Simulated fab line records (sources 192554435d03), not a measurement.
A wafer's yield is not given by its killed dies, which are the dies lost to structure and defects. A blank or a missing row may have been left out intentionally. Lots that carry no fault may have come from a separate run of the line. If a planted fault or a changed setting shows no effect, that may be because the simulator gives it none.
Chamber matching    flow n5_finfet    N5_STI_FIN_REVEAL_ALD_00 on ald_sin-01 has 4 sister chambers
The step deposits SiO2, target thk 1 nm, pulse time 1 s. 8 wafers are shown with their chamber, then 9 later ones without.

## WAFERS PAIRED WITH THEIR CHAMBERS
wafer   chamber  heater_power_w (W)  precursor_pulse_height_rel
L076.3  3        420                 0.958
L084.4  0        431                 0.945
L085.4  0        421                 0.968
L086.1  1        541                 0.990
L086.6  2        454                 1.026
L087.1  2        469                 1.013
L087.2  1        548                 0.969
L087.3  3        438                 0.982

## WAFERS MISSING THEIR CHAMBER
wafer   heater_power_w (W)  precursor_pulse_height_rel
L088.1  415                 0.976
L088.4  425                 0.999
L088.5  413                 1.001
L090.3  416                 0.972
L090.4  413                 1.013
L090.6  457                 1.033
L092.1  463                 0.955
L092.2  553                 0.983
L092.3  418                 1.009

## WHICH CHAMBER EACH ONE RAN IN
wafer   from the rows above           in truth
L088.1  can't be placed: 3 or 0       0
L088.4  can't be placed: 3 or 0       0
L088.5  can't be placed: 3 or 0       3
L090.3  can't be placed: 3 or 0       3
L090.4  can't be placed: 3 or 0 or 2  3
L090.6  2                             2
L092.1  can't be placed: 3 or 0 or 2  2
L092.2  1                             1
L092.3  can't be placed: 3 or 0 or 2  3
Correctly placed: 2 of 9. From these rows, 7 cannot be placed; in 7 the true chamber is one of the candidates. Placed wrongly: 0.
How it was worked out, from the rows above alone: a wafer's distance from a chamber is the root of the sum, over the readings, of the square of ((its reading less the chamber's mean) divided by the reading's scatter). The wafer belongs to the nearest chamber; if the next one is less than 2 further off, it can't be placed. The mean given for a chamber averages the wafers shown for that chamber. How the scatter is found: for the shown wafers, subtract from each reading the mean of its chamber, square and add these, divide the total by (wafers less chambers), then take the root.
